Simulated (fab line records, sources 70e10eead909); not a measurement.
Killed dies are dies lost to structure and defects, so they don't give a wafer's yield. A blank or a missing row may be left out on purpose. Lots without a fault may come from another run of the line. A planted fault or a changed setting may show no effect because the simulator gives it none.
Chamber matching | flow nand_harc | NHARC_A_CHANNEL_FILL_D2_ALD_25 on ald_hk-02: 4 sister chambers
The step deposits SiOx, target thk 60 nm, pulse time 10 s, ald cycles 600. 16 wafers are shown with their chamber, then 8 later ones without.

WAFERS WITH THEIR CHAMBER
wafer  | chamber | heater_power_w (W) | susceptor_temp_C (C) | precursor_pulse_height_rel
L079.2 | 0       | 531                | 300.00               | 0.993
L079.4 | 3       | 525                | 299.59               | 0.984
L079.5 | 3       | 531                | 299.68               | 0.990
L083.4 | 0       | 524                | 300.08               | 0.988
L083.3 | 2       | 418                | 300.34               | 1.002
L083.6 | 3       | 530                | 299.93               | 1.015
L086.3 | 2       | 423                | 300.13               | 1.004
L086.4 | 3       | 536                | 300.05               | 0.990
L086.5 | 1       | 427                | 300.34               | 0.973
L088.3 | 1       | 444                | 299.86               | 0.998
L088.5 | 0       | 538                | 299.97               | 1.001
L088.6 | 3       | 543                | 299.93               | 1.013
L090.1 | 2       | 409                | 300.09               | 1.004
L090.2 | 1       | 440                | 299.90               | 1.044
L090.4 | 0       | 534                | 300.29               | 1.008
L092.4 | 3       | 532                | 299.78               | 1.019

SIGNATURES (means of the wafers above)
reading                    | chamber 0 | chamber 1 | chamber 2 | chamber 3 | scatter within a chamber
heater_power_w             | 531.75    | 437.00    | 416.67    | 532.83    | 6.77
susceptor_temp_C           | 300.0850  | 300.0333  | 300.1867  | 299.8267  | 0.181
precursor_pulse_height_rel | 0.99750   | 1.00500   | 1.00333   | 1.00183   | 0.0183
Rule: a wafer's distance from a chamber is the root of the sum, over the readings, of the square of ((its reading less the chamber's mean) divided by the reading's scatter). The wafer belongs to the nearest chamber; if the next one is less than 2 further off, it can't be placed. The scatter: the root of (the sum of the squares of (reading less its chamber's mean) over the shown wafers, divided by (wafers less chambers)).

WAFERS WITHOUT THEIR CHAMBER
wafer  | heater_power_w (W) | susceptor_temp_C (C) | precursor_pulse_height_rel
L092.1 | 428                | 299.89               | 1.008
L092.5 | 542                | 300.10               | 0.992
L095.1 | 514                | 300.31               | 0.970
L095.2 | 525                | 299.86               | 1.001
L095.4 | 429                | 299.50               | 0.944
L096.3 | 550                | 299.74               | 0.997
L096.2 | 511                | 299.96               | 1.023
L096.6 | 435                | 299.85               | 1.026

WHICH CHAMBER EACH WENT THROUGH
wafer  | from the rows above     | in truth
L092.1 | can't be placed: 1 or 2 | 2
L092.5 | can't be placed: 0 or 3 | 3
L095.1 | can't be placed: 0 or 3 | 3
L095.2 | can't be placed: 3 or 0 | 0
L095.4 | can't be placed: 1 or 2 | 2
L096.3 | can't be placed: 3 or 0 | 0
L096.2 | can't be placed: 0 or 3 | 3
L096.6 | can't be placed: 1 or 2 | 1
Placed correctly: 0 of 8. Can't be placed from these rows: 8 (the true chamber is among the candidates in 8). Placed wrongly: 0.
